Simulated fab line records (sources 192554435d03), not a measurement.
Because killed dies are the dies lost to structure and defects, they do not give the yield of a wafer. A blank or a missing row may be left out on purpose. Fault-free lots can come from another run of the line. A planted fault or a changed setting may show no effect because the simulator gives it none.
fab line records ; flow n5_finfet
record lots=24; wafers=72; last_day=18
route steps=1938 shown BEOL_M8@1336 BEOL_M9@1402
lots untouched by any fault: they come from a run of this same line in which no faults occurred
start_h: hours from the record's opening day to when the first of the lot's shown wafers began ; wait_h: hours from the lot's prior step to this one ; " identical to the entry in the row above ; L1.1+2: a row that stands for several wafers ; - no value, or no start was given ; * or withheld: withheld ; < > ~ a bound
route shown NAME@n: a module of which the file shows steps, and the number in the route of the first ; usual: the fault-free wafers' mean and standard deviation ; same: alike in all rows ; chamber/n: place in a boat ; sites: readings site by site ; _std_site: their standard deviation ; _edge_site: inner sites' mean taken away from outer sites' mean ; radius_mm: how far each site lies from the wafer's centre ; mask NAME#n: copy n ; behind: the most recent tool/chamber to have shaped the wafer ; hold: why the lot was held/for how many hours/how that ended ; device: the transistor (n, p or np) that didn't switch ; end of line: tests of these same wafers at the route's end ; a step given without rows: its recipe and nothing more ; killed: the dies lost at the first sort to structure and to defects; this is not the yield of the wafer ; map: shows each die of a wafer: x if killed, . if not, _ if none is there
set.NAME: setting as actually run; set.NAME@STEP: the setting as run at that earlier step ; model.NAME: the simulator's own value behind a step, which no gauge read
the route's steps for a sample of lots (tables are steps, rows are wafers)
services: when a tool's chamber went out of use (start_h, in hours from the record's first day, below 0 if earlier), for how many hours, and the reason
## steps
# step N5_BEOL_M8_HM_DEP_02
# recipe material=TiN; target_thk_a=200; temp_c=25; chamber_pressure_pa=0.49996
# usual substrate_temp_c=24.99/0.12; throttle_valve_pct=29.7/1
lot.wafer;tool;chamber;start_h;wait_h;substrate_temp_c;throttle_valve_pct
L076.1;pvd_sputter-01;-;219.26;1.3;25.00;29.4
L076.3;pvd_sputter-01;-;219.26;1.3;25.16;31.7
L076.6;pvd_sputter-01;-;219.26;1.3;24.94;30.7
L077.1;pvd_sputter-02;-;226.03;0.9;25.16;29.9
L077.3;pvd_sputter-02;-;226.03;0.9;24.95;29.0
L077.6;pvd_sputter-02;-;226.03;0.9;24.97;28.2
L075.2;pvd_sputter-02;-;226.23;0.5;25.01;28.9
L075.4;pvd_sputter-02;-;226.23;0.5;25.09;28.2
L075.6;pvd_sputter-02;-;226.23;0.5;25.01;28.7
L079.3;pvd_sputter-02;-;251.75;3.6;25.06;27.9
L079.4;pvd_sputter-02;-;251.75;3.6;25.10;29.2
L079.6;pvd_sputter-02;-;251.75;3.6;24.99;29.0
L078.3;pvd_sputter-02;-;251.85;3.4;24.87;29.8
L078.4;pvd_sputter-02;-;251.85;3.4;25.03;29.0
L078.5;pvd_sputter-02;-;251.85;3.4;24.83;29.9
L080.1;pvd_sputter-02;-;251.95;2.9;24.66;29.1
L080.3;pvd_sputter-02;-;251.95;2.9;24.94;30.1
L080.6;pvd_sputter-02;-;251.95;2.9;24.87;29.8
L081.2;pvd_sputter-03;-;251.98;2.8;25.21;28.7
L081.3;pvd_sputter-03;-;251.98;2.8;24.97;29.9
L081.5;pvd_sputter-03;-;251.98;2.8;24.97;30.1
L074.1;pvd_sputter-03;-;252.08;2.7;24.97;30.2
L074.5;pvd_sputter-03;-;252.08;2.7;24.75;30.6
L074.6;pvd_sputter-03;-;252.08;2.7;24.92;28.7
L082.1;pvd_sputter-03;-;257.76;0.7;24.93;30.2
L082.2;pvd_sputter-03;-;257.76;0.7;24.99;28.3
L082.4;pvd_sputter-03;-;257.76;0.7;24.90;29.7
L083.1;pvd_sputter-01;-;268.35;0.5;24.89;31.8
L083.2;pvd_sputter-01;-;268.35;0.5;24.84;29.2
L083.4;pvd_sputter-01;-;268.35;0.5;25.11;30.6
L084.1;pvd_sputter-01;-;270.59;1.8;24.99;29.5
L084.2;pvd_sputter-01;-;270.59;1.8;25.21;31.8
L084.6;pvd_sputter-01;-;270.59;1.8;25.31;31.8
L085.2;pvd_sputter-01;-;270.69;1.5;24.94;30.6
L085.3;pvd_sputter-01;-;270.69;1.5;24.84;30.7
L085.6;pvd_sputter-01;-;270.69;1.5;24.83;31.0
L086.1;pvd_sputter-01;-;289.22;0.9;25.20;30.6
L086.3;pvd_sputter-01;-;289.22;0.9;25.00;29.1
L086.6;pvd_sputter-01;-;289.22;0.9;24.91;30.6
L087.1;pvd_sputter-02;-;310.35;0.4;25.03;28.1
L087.3;pvd_sputter-02;-;310.35;0.4;25.03;29.0
L087.6;pvd_sputter-02;-;310.35;0.4;25.15;27.9
L088.2;pvd_sputter-02;-;310.61;0.4;24.89;28.7
L088.3;pvd_sputter-02;-;310.61;0.4;25.04;29.7
L088.5;pvd_sputter-02;-;310.61;0.4;24.97;29.0
L089.2;pvd_sputter-01;-;313.32;0.6;24.88;30.5
L089.3;pvd_sputter-01;-;313.32;0.6;25.05;31.7
L089.4;pvd_sputter-01;-;313.32;0.6;25.10;29.2
L090.1;pvd_sputter-02;-;320.26;2.4;25.05;29.8
L090.4;pvd_sputter-02;-;320.26;2.4;24.91;27.7
L090.5;pvd_sputter-02;-;320.26;2.4;24.94;28.1
L091.3;pvd_sputter-02;-;320.92;1.8;25.13;29.2
L091.5;pvd_sputter-02;-;320.92;1.8;25.02;28.9
L091.6;pvd_sputter-02;-;320.92;1.8;25.02;29.6
L092.3;pvd_sputter-02;-;321.24;1.6;24.68;29.0
L092.4;pvd_sputter-02;-;321.24;1.6;24.93;28.1
L092.6;pvd_sputter-02;-;321.24;1.6;24.89;29.8
L093.1;pvd_sputter-02;-;340.35;0.6;24.84;29.0
L093.2;pvd_sputter-02;-;340.35;0.6;24.94;28.8
L093.4;pvd_sputter-02;-;340.35;0.6;24.84;28.0
L094.1;pvd_sputter-03;-;349.42;0.1;24.83;29.6
L094.2;pvd_sputter-03;-;349.42;0.1;24.83;28.7
L094.5;pvd_sputter-03;-;349.42;0.1;24.93;30.2
L095.2;pvd_sputter-01;-;353.16;0.3;25.08;29.3
L095.3;pvd_sputter-01;-;353.16;0.3;24.91;30.6
L095.4;pvd_sputter-01;-;353.16;0.3;25.05;32.0
L096.2;pvd_sputter-01;-;361.80;3.9;25.01;30.3
L096.3;pvd_sputter-01;-;361.80;3.9;24.87;29.3
L096.4;pvd_sputter-01;-;361.80;3.9;25.10;30.7
L097.2;pvd_sputter-03;-;362.22;3.8;25.00;29.8
L097.4;pvd_sputter-03;-;362.22;3.8;25.00;30.3
L097.5;pvd_sputter-03;-;362.22;3.8;25.12;30.2
# step N5_BEOL_M8_DEGAS_44
# recipe ambient=vacuum; temp_c=250; time_s=60
# usual heater_power_w=321/35
lot.wafer;tool;chamber;start_h;wait_h;heater_power_w
L076.1;pvd_sputter-02;-;223.43;0.4;380
L076.3;pvd_sputter-02;-;223.43;0.4;297
L076.6;pvd_sputter-02;-;223.43;0.4;371
L077.1;pvd_sputter-03;-;234.85;2.4;338
L077.3;pvd_sputter-03;-;234.85;2.4;281
L077.6;pvd_sputter-03;-;234.85;2.4;328
L075.2;pvd_sputter-02;-;235.02;2.4;299
L075.4;pvd_sputter-02;-;235.02;2.4;293
L075.6;pvd_sputter-02;-;235.02;2.4;363
L079.3;pvd_sputter-02;-;256.47;0.8;377
L079.4;pvd_sputter-02;-;256.47;0.8;302
L079.6;pvd_sputter-02;-;256.47;0.8;379
L078.3;pvd_sputter-02;-;256.55;0.7;382
L078.4;pvd_sputter-02;-;256.55;0.7;376
L078.5;pvd_sputter-02;-;256.55;0.7;302
L081.2;pvd_sputter-02;-;256.63;0.7;282
L081.3;pvd_sputter-02;-;256.63;0.7;366
L081.5;pvd_sputter-02;-;256.63;0.7;297
L080.1;pvd_sputter-02;-;256.71;0.7;386
L080.3;pvd_sputter-02;-;256.71;0.7;297
L080.6;pvd_sputter-02;-;256.71;0.7;372
L074.1;pvd_sputter-02;-;256.79;0.6;372
L074.5;pvd_sputter-02;-;256.79;0.6;294
L074.6;pvd_sputter-02;-;256.79;0.6;293
L082.1;pvd_sputter-02;-;261.17;0.4;285
L082.2;pvd_sputter-02;-;261.17;0.4;287
L082.4;pvd_sputter-02;-;261.17;0.4;360
L083.1;pvd_sputter-03;-;273.65;1.7;283
L083.2;pvd_sputter-03;-;273.65;1.7;287
L083.4;pvd_sputter-03;-;273.65;1.7;326
L084.1;pvd_sputter-03;-;274.53;0.3;286
L084.2;pvd_sputter-03;-;274.53;0.3;324
L084.6;pvd_sputter-03;-;274.53;0.3;295
L085.2;pvd_sputter-03;-;274.96;0.2;280
L085.3;pvd_sputter-03;-;274.96;0.2;330
L085.6;pvd_sputter-03;-;274.96;0.2;309
L086.1;pvd_sputter-01;-;295.62;0.4;324
L086.3;pvd_sputter-01;-;295.62;0.4;344
L086.6;pvd_sputter-01;-;295.62;0.4;311
L087.1;pvd_sputter-02;-;314.15;0.3;376
L087.3;pvd_sputter-02;-;314.15;0.3;288
L087.6;pvd_sputter-02;-;314.15;0.3;294
L088.2;pvd_sputter-02;-;314.37;0.3;292
L088.3;pvd_sputter-02;-;314.37;0.3;287
L088.5;pvd_sputter-02;-;314.37;0.3;287
L089.2;pvd_sputter-03;-;316.68;0.7;298
L089.3;pvd_sputter-03;-;316.68;0.7;331
L089.4;pvd_sputter-03;-;316.68;0.7;312
L090.1;pvd_sputter-03;-;325.40;0.4;319
L090.4;pvd_sputter-03;-;325.40;0.4;327
L090.5;pvd_sputter-03;-;325.40;0.4;283
L091.3;pvd_sputter-02;-;325.47;0.2;375
L091.5;pvd_sputter-02;-;325.47;0.2;360
L091.6;pvd_sputter-02;-;325.47;0.2;381
L092.3;pvd_sputter-02;-;325.55;0.3;291
L092.4;pvd_sputter-02;-;325.55;0.3;387
L092.6;pvd_sputter-02;-;325.55;0.3;291
L093.1;pvd_sputter-03;-;346.78;0.3;319
L093.2;pvd_sputter-03;-;346.78;0.3;277
L093.4;pvd_sputter-03;-;346.78;0.3;316
L094.1;pvd_sputter-02;-;356.25;1.1;288
L094.2;pvd_sputter-02;-;356.25;1.1;378
L094.5;pvd_sputter-02;-;356.25;1.1;294
L095.2;pvd_sputter-01;-;357.30;0.3;319
L095.3;pvd_sputter-01;-;357.30;0.3;327
L095.4;pvd_sputter-01;-;357.30;0.3;331
L096.2;pvd_sputter-01;-;365.90;0.4;305
L096.3;pvd_sputter-01;-;365.90;0.4;326
L096.4;pvd_sputter-01;-;365.90;0.4;332
L097.2;pvd_sputter-02;-;366.11;0.2;379
L097.4;pvd_sputter-02;-;366.11;0.2;290
L097.5;pvd_sputter-02;-;366.11;0.2;297
# step N5_BEOL_M9_CURE_71
# recipe temp_c=385; time_s=240; ambient=He/Ar; material=SiCOH_lowk
# usual lamp_power_pct=52.32/0.05; wafer_temp_C_max=386.6/0.48
lot.wafer;tool;chamber;start_h;wait_h;lamp_power_pct;wafer_temp_C_max
L076.1;uv_cure-03;0;225.61;0.0;52.27;386.4
L076.3;uv_cure-03;0;225.61;0.0;52.31;386.7
L076.6;uv_cure-03;0;225.61;0.0;52.33;386.3
L077.1;uv_cure-02;1;236.61;0.0;52.26;386.8
L077.3;uv_cure-02;1;236.61;0.0;52.34;386.9
L077.6;uv_cure-02;1;236.61;0.0;52.37;387.0
L075.2;uv_cure-01;1;237.50;0.1;52.32;386.4
L075.4;uv_cure-01;1;237.50;0.1;52.37;387.0
L075.6;uv_cure-01;1;237.50;0.1;52.36;386.0
L079.3;uv_cure-01;2;258.84;0.2;52.36;386.0
L079.4;uv_cure-01;2;258.84;0.2;52.27;386.0
L079.6;uv_cure-01;2;258.84;0.2;52.34;386.1
L078.3;uv_cure-03;2;258.85;0.2;52.36;386.8
L078.4;uv_cure-03;2;258.85;0.2;52.33;386.8
L078.5;uv_cure-03;2;258.85;0.2;52.35;386.9
L081.2;uv_cure-02;1;258.98;0.1;52.37;386.9
L081.3;uv_cure-02;1;258.98;0.1;52.29;387.3
L081.5;uv_cure-02;1;258.98;0.1;52.35;387.1
L074.1;uv_cure-01;0;259.20;0.0;52.23;387.7
L074.5;uv_cure-01;0;259.20;0.0;52.20;386.8
L074.6;uv_cure-01;0;259.20;0.0;52.43;387.3
L080.1;uv_cure-03;2;259.32;0.1;52.24;387.0
L080.3;uv_cure-03;2;259.32;0.1;52.31;386.9
L080.6;uv_cure-03;2;259.32;0.1;52.27;386.8
L082.1;uv_cure-02;1;263.08;0.0;52.36;387.1
L082.2;uv_cure-02;1;263.08;0.0;52.38;387.4
L082.4;uv_cure-02;1;263.08;0.0;52.29;386.5
L083.1;uv_cure-02;1;275.39;0.0;52.31;386.7
L083.2;uv_cure-02;1;275.39;0.0;52.36;386.8
L083.4;uv_cure-02;1;275.39;0.0;52.34;387.0
L084.1;uv_cure-03;0;276.50;0.0;52.36;386.2
L084.2;uv_cure-03;0;276.50;0.0;52.35;386.5
L084.6;uv_cure-03;0;276.50;0.0;52.37;386.6
L085.2;uv_cure-03;0;277.50;0.1;52.26;386.1
L085.3;uv_cure-03;0;277.50;0.1;52.22;385.9
L085.6;uv_cure-03;0;277.50;0.1;52.31;386.2
L086.1;uv_cure-02;0;298.17;0.0;52.34;387.3
L086.3;uv_cure-02;0;298.17;0.0;52.40;386.3
L086.6;uv_cure-02;0;298.17;0.0;52.28;387.1
L087.1;uv_cure-01;1;316.21;0.1;52.35;386.8
L087.3;uv_cure-01;1;316.21;0.1;52.29;386.4
L087.6;uv_cure-01;1;316.21;0.1;52.24;386.7
L088.2;uv_cure-01;2;316.99;0.2;52.39;386.0
L088.3;uv_cure-01;2;316.99;0.2;52.30;386.1
L088.5;uv_cure-01;2;316.99;0.2;52.36;386.2
L089.2;uv_cure-02;0;318.95;0.1;52.42;386.3
L089.3;uv_cure-02;0;318.95;0.1;52.31;386.0
L089.4;uv_cure-02;0;318.95;0.1;52.35;386.4
L090.1;uv_cure-01;1;327.24;0.0;52.37;386.5
L090.4;uv_cure-01;1;327.24;0.0;52.35;386.5
L090.5;uv_cure-01;1;327.24;0.0;52.17;386.3
L091.3;uv_cure-03;0;327.57;0.2;52.33;386.1
L091.5;uv_cure-03;0;327.57;0.2;52.28;386.2
L091.6;uv_cure-03;0;327.57;0.2;52.39;386.1
L092.3;uv_cure-01;0;327.88;0.3;52.38;386.7
L092.4;uv_cure-01;0;327.88;0.3;52.29;386.7
L092.6;uv_cure-01;0;327.88;0.3;52.24;387.3
L093.1;uv_cure-01;1;349.28;0.7;52.22;386.6
L093.2;uv_cure-01;1;349.28;0.7;52.25;386.7
L093.4;uv_cure-01;1;349.28;0.7;52.34;386.8
L094.1;uv_cure-03;0;357.93;0.0;52.35;386.2
L094.2;uv_cure-03;0;357.93;0.0;52.39;386.4
L094.5;uv_cure-03;0;357.93;0.0;52.33;386.5
L095.2;uv_cure-03;1;361.10;0.1;52.31;387.3
L095.3;uv_cure-03;1;361.10;0.1;52.35;387.5
L095.4;uv_cure-03;1;361.10;0.1;52.34;387.3
L096.2;uv_cure-03;0;367.92;0.1;52.30;386.6
L096.3;uv_cure-03;0;367.92;0.1;52.46;385.9
L096.4;uv_cure-03;0;367.92;0.1;52.35;386.1
L097.2;uv_cure-03;2;368.77;0.1;52.31;386.0
L097.4;uv_cure-03;2;368.77;0.1;52.35;386.2
L097.5;uv_cure-03;2;368.77;0.1;52.34;386.3
# step N5_BEOL_M9_INSPECT_13
# recipe mode=adi; inspect_instrument=brightfield
# usual raw_defect_count=415/87
lot.wafer;tool;chamber;start_h;wait_h;raw_defect_count
L076.1;defect_inspect-02;-;227.56;0.0;500
L076.3;defect_inspect-02;-;227.56;0.0;473
L076.6;defect_inspect-02;-;227.56;0.0;490
L077.1;defect_inspect-01;-;240.28;0.0;409
L077.3;defect_inspect-01;-;240.28;0.0;464
L077.6;defect_inspect-01;-;240.28;0.0;384
L075.2;defect_inspect-01;-;240.32;0.0;398
L075.4;defect_inspect-01;-;240.32;0.0;421
L075.6;defect_inspect-01;-;240.32;0.0;368
L078.3;defect_inspect-01;-;260.52;0.0;276
L078.4;defect_inspect-01;-;260.52;0.0;407
L078.5;defect_inspect-01;-;260.52;0.0;238
L079.3;defect_inspect-01;-;260.68;0.0;476
L079.4;defect_inspect-01;-;260.68;0.0;451
L079.6;defect_inspect-01;-;260.68;0.0;397
L081.2;defect_inspect-01;-;261.15;0.0;293
L081.3;defect_inspect-01;-;261.15;0.0;379
L081.5;defect_inspect-01;-;261.15;0.0;409
L074.1;defect_inspect-01;-;261.38;0.0;495
L074.5;defect_inspect-01;-;261.38;0.0;368
L074.6;defect_inspect-01;-;261.38;0.0;561
L080.1;defect_inspect-01;-;261.55;0.0;577
L080.3;defect_inspect-01;-;261.55;0.0;413
L080.6;defect_inspect-01;-;261.55;0.0;535
L082.1;defect_inspect-01;-;264.60;0.0;343
L082.2;defect_inspect-01;-;264.60;0.0;528
L082.4;defect_inspect-01;-;264.60;0.0;367
L083.1;defect_inspect-01;-;277.78;0.0;347
L083.2;defect_inspect-01;-;277.78;0.0;583
L083.4;defect_inspect-01;-;277.78;0.0;468
L084.1;defect_inspect-02;-;278.03;0.0;439
L084.2;defect_inspect-02;-;278.03;0.0;455
L084.6;defect_inspect-02;-;278.03;0.0;463
L085.2;defect_inspect-02;-;278.46;0.0;536
L085.3;defect_inspect-02;-;278.46;0.0;356
L085.6;defect_inspect-02;-;278.46;0.0;343
L086.1;defect_inspect-02;-;300.73;0.0;421
L086.3;defect_inspect-02;-;300.73;0.0;375
L086.6;defect_inspect-02;-;300.73;0.0;546
L087.1;defect_inspect-01;-;317.85;0.0;352
L087.3;defect_inspect-01;-;317.85;0.0;356
L087.6;defect_inspect-01;-;317.85;0.0;409
L088.2;defect_inspect-01;-;318.43;0.0;384
L088.3;defect_inspect-01;-;318.43;0.0;379
L088.5;defect_inspect-01;-;318.43;0.0;378
L089.2;defect_inspect-01;-;321.69;0.0;402
L089.3;defect_inspect-01;-;321.69;0.0;359
L089.4;defect_inspect-01;-;321.69;0.0;589
L090.1;defect_inspect-02;-;330.28;0.0;298
L090.4;defect_inspect-02;-;330.28;0.0;354
L090.5;defect_inspect-02;-;330.28;0.0;466
L091.3;defect_inspect-01;-;330.74;0.0;265
L091.5;defect_inspect-01;-;330.74;0.0;271
L091.6;defect_inspect-01;-;330.74;0.0;356
L092.3;defect_inspect-02;-;330.90;0.0;241
L092.4;defect_inspect-02;-;330.90;0.0;409
L092.6;defect_inspect-02;-;330.90;0.0;381
L093.1;defect_inspect-02;-;351.51;0.0;566
L093.2;defect_inspect-02;-;351.51;0.0;462
L093.4;defect_inspect-02;-;351.51;0.0;388
L094.1;defect_inspect-02;-;362.87;0.0;435
L094.2;defect_inspect-02;-;362.87;0.0;387
L094.5;defect_inspect-02;-;362.87;0.0;525
L095.2;defect_inspect-01;-;363.11;0.0;553
L095.3;defect_inspect-01;-;363.11;0.0;281
L095.4;defect_inspect-01;-;363.11;0.0;376
L096.2;defect_inspect-02;-;371.34;0.0;361
L096.3;defect_inspect-02;-;371.34;0.0;459
L096.4;defect_inspect-02;-;371.34;0.0;471
L097.2;defect_inspect-02;-;371.83;0.0;293
L097.4;defect_inspect-02;-;371.83;0.0;393
L097.5;defect_inspect-02;-;371.83;0.0;328
# step N5_BEOL_M9_CD_MEAS_18
# recipe pitch_nm=140; target_cd_nm=70
# usual cd_nm=69.8/0.64
lot.wafer;tool;chamber;start_h;wait_h;cd_nm
L076.1;cd_sem-02;-;228.05;0.0;69.1
L076.3;cd_sem-02;-;228.05;0.0;68.9
L076.6;cd_sem-02;-;228.05;0.0;69.7
L077.1;cd_sem-03;-;240.84;0.0;70.7
L077.3;cd_sem-03;-;240.84;0.0;70.5
L077.6;cd_sem-03;-;240.84;0.0;69.9
L075.2;cd_sem-02;-;240.95;0.1;69.0
L075.4;cd_sem-02;-;240.95;0.1;69.8
L075.6;cd_sem-02;-;240.95;0.1;70.2
L078.3;cd_sem-02;-;261.21;0.1;68.8
L078.4;cd_sem-02;-;261.21;0.1;69.2
L078.5;cd_sem-02;-;261.21;0.1;69.4
L079.3;cd_sem-02;-;261.35;0.1;69.9
L079.4;cd_sem-02;-;261.35;0.1;69.5
L079.6;cd_sem-02;-;261.35;0.1;68.6
L081.2;cd_sem-01;-;261.65;0.1;69.3
L081.3;cd_sem-01;-;261.65;0.1;69.5
L081.5;cd_sem-01;-;261.65;0.1;68.6
L074.1;cd_sem-02;-;261.94;0.0;69.4
L074.5;cd_sem-02;-;261.94;0.0;69.7
L074.6;cd_sem-02;-;261.94;0.0;69.9
L080.1;cd_sem-03;-;262.10;0.0;70.0
L080.3;cd_sem-03;-;262.10;0.0;69.8
L080.6;cd_sem-03;-;262.10;0.0;70.2
L082.1;cd_sem-03;-;265.34;0.0;69.9
L082.2;cd_sem-03;-;265.34;0.0;70.0
L082.4;cd_sem-03;-;265.34;0.0;70.4
L083.1;cd_sem-01;-;278.37;0.0;69.4
L083.2;cd_sem-01;-;278.37;0.0;68.7
L083.4;cd_sem-01;-;278.37;0.0;70.4
L084.1;cd_sem-02;-;278.64;0.0;68.9
L084.2;cd_sem-02;-;278.64;0.0;70.0
L084.6;cd_sem-02;-;278.64;0.0;69.1
L085.2;cd_sem-02;-;279.05;0.1;69.9
L085.3;cd_sem-02;-;279.05;0.1;69.9
L085.6;cd_sem-02;-;279.05;0.1;70.1
L086.1;cd_sem-02;-;301.41;0.0;70.6
L086.3;cd_sem-02;-;301.41;0.0;69.7
L086.6;cd_sem-02;-;301.41;0.0;71.3
L087.1;cd_sem-02;-;318.38;0.0;70.2
L087.3;cd_sem-02;-;318.38;0.0;70.3
L087.6;cd_sem-02;-;318.38;0.0;70.2
L088.2;cd_sem-01;-;318.92;0.1;68.7
L088.3;cd_sem-01;-;318.92;0.1;69.8
L088.5;cd_sem-01;-;318.92;0.1;68.9
L089.2;cd_sem-01;-;322.22;0.1;70.0
L089.3;cd_sem-01;-;322.22;0.1;69.8
L089.4;cd_sem-01;-;322.22;0.1;69.5
L090.1;cd_sem-02;-;331.02;0.0;69.8
L090.4;cd_sem-02;-;331.02;0.0;70.2
L090.5;cd_sem-02;-;331.02;0.0;69.6
L091.3;cd_sem-02;-;331.24;0.1;70.2
L091.5;cd_sem-02;-;331.24;0.1;68.9
L091.6;cd_sem-02;-;331.24;0.1;71.0
L092.3;cd_sem-02;-;331.42;0.1;70.4
L092.4;cd_sem-02;-;331.42;0.1;69.9
L092.6;cd_sem-02;-;331.42;0.1;71.3
L093.1;cd_sem-03;-;351.99;0.0;69.3
L093.2;cd_sem-03;-;351.99;0.0;70.3
L093.4;cd_sem-03;-;351.99;0.0;69.6
L094.1;cd_sem-01;-;363.46;0.0;69.7
L094.2;cd_sem-01;-;363.46;0.0;70.4
L094.5;cd_sem-01;-;363.46;0.0;69.5
L095.2;cd_sem-03;-;363.73;0.1;71.0
L095.3;cd_sem-03;-;363.73;0.1;70.4
L095.4;cd_sem-03;-;363.73;0.1;71.3
L096.2;cd_sem-02;-;372.18;0.1;69.9
L096.3;cd_sem-02;-;372.18;0.1;71.4
L096.4;cd_sem-02;-;372.18;0.1;70.6
L097.2;cd_sem-01;-;372.42;0.1;70.0
L097.4;cd_sem-01;-;372.42;0.1;68.9
L097.5;cd_sem-01;-;372.42;0.1;71.1
# step N5_BEOL_M9_CD_MEAS_28
# recipe target_cd_nm=70; landing_energy_ev=500; detector=se_inlens; polarity=opening
# usual cd_nm=70.00/0.27
# same landing_energy_ev=500
lot.wafer;tool;chamber;start_h;wait_h;cd_nm
L076.1;cd_sem-03;0;231.63;-;69.96
L076.3;cd_sem-03;0;231.63;-;70.07
L076.6;cd_sem-03;0;231.63;-;69.90
L075.2;cd_sem-03;0;243.66;-;69.66
L075.4;cd_sem-03;0;243.66;-;69.84
L075.6;cd_sem-03;0;243.66;-;70.30
L077.1;cd_sem-02;0;243.72;-;70.10
L077.3;cd_sem-02;0;243.72;-;70.17
L077.6;cd_sem-02;0;243.72;-;70.28
L078.3;cd_sem-02;0;261.51;-;70.28
L078.4;cd_sem-02;0;261.51;-;69.68
L078.5;cd_sem-02;0;261.51;-;70.10
L079.3;cd_sem-02;0;261.73;-;69.67
L079.4;cd_sem-02;0;261.73;-;69.92
L079.6;cd_sem-02;0;261.73;-;69.84
L081.2;cd_sem-03;0;262.01;-;70.35
L081.3;cd_sem-03;0;262.01;-;69.81
L081.5;cd_sem-03;0;262.01;-;70.31
L080.1;cd_sem-01;0;262.45;-;70.28
L080.3;cd_sem-01;0;262.45;-;70.66
L080.6;cd_sem-01;0;262.45;-;69.83
L074.1;cd_sem-02;0;262.66;-;69.79
L074.5;cd_sem-02;0;262.66;-;70.54
L074.6;cd_sem-02;0;262.66;-;70.64
L082.1;cd_sem-03;0;265.77;-;69.99
L082.2;cd_sem-03;0;265.77;-;70.16
L082.4;cd_sem-03;0;265.77;-;70.25
L083.1;cd_sem-02;0;280.39;-;69.66
L083.2;cd_sem-02;0;280.39;-;70.70
L083.4;cd_sem-02;0;280.39;-;69.76
L084.1;cd_sem-01;0;280.43;-;70.19
L084.2;cd_sem-01;0;280.43;-;70.20
L084.6;cd_sem-01;0;280.43;-;69.95
L085.2;cd_sem-03;0;280.48;-;70.01
L085.3;cd_sem-03;0;280.48;-;69.69
L085.6;cd_sem-03;0;280.48;-;69.95
L086.1;cd_sem-02;0;303.14;-;70.26
L086.3;cd_sem-02;0;303.14;-;69.91
L086.6;cd_sem-02;0;303.14;-;70.15
L087.1;cd_sem-01;0;319.97;-;70.09
L087.3;cd_sem-01;0;319.97;-;69.98
L087.6;cd_sem-01;0;319.97;-;69.81
L088.2;cd_sem-02;0;320.14;-;69.71
L088.3;cd_sem-02;0;320.14;-;69.76
L088.5;cd_sem-02;0;320.14;-;70.38
L089.2;cd_sem-01;0;323.90;-;69.55
L089.3;cd_sem-01;0;323.90;-;69.98
L089.4;cd_sem-01;0;323.90;-;70.12
L090.1;cd_sem-02;0;335.21;-;70.02
L090.4;cd_sem-02;0;335.21;-;69.78
L090.5;cd_sem-02;0;335.21;-;69.76
L091.3;cd_sem-03;0;335.26;-;70.15
L091.5;cd_sem-03;0;335.26;-;70.01
L091.6;cd_sem-03;0;335.26;-;69.83
L092.3;cd_sem-02;0;335.30;-;69.92
L092.4;cd_sem-02;0;335.30;-;69.59
L092.6;cd_sem-02;0;335.30;-;69.87
L093.1;cd_sem-01;0;354.10;-;70.08
L093.2;cd_sem-01;0;354.10;-;69.92
L093.4;cd_sem-01;0;354.10;-;70.03
L094.1;cd_sem-02;0;364.77;-;69.78
L094.2;cd_sem-02;0;364.77;-;69.95
L094.5;cd_sem-02;0;364.77;-;69.94
L095.2;cd_sem-03;0;364.81;-;69.78
L095.3;cd_sem-03;0;364.81;-;69.78
L095.4;cd_sem-03;0;364.81;-;70.51
L096.2;cd_sem-02;0;374.00;-;69.43
L096.3;cd_sem-02;0;374.00;-;69.84
L096.4;cd_sem-02;0;374.00;-;69.67
L097.2;cd_sem-03;0;374.17;-;69.89
L097.4;cd_sem-03;0;374.17;-;70.02
L097.5;cd_sem-03;0;374.17;-;70.06
## services
tool;chamber;start_h;hours;kind
uv_cure-01;-;201.96;0.4;repair
uv_cure-01;-;250.88;7.5;pm
uv_cure-03;-;310.08;2.0;repair
uv_cure-03;-;316.30;7.5;pm
uv_cure-02;-;317.76;1.0;pm
uv_cure-02;-;332.44;2.8;pm
uv_cure-03;-;344.29;6.5;repair
pvd_sputter-03;-;350.34;3.1;repair
## key
fault none
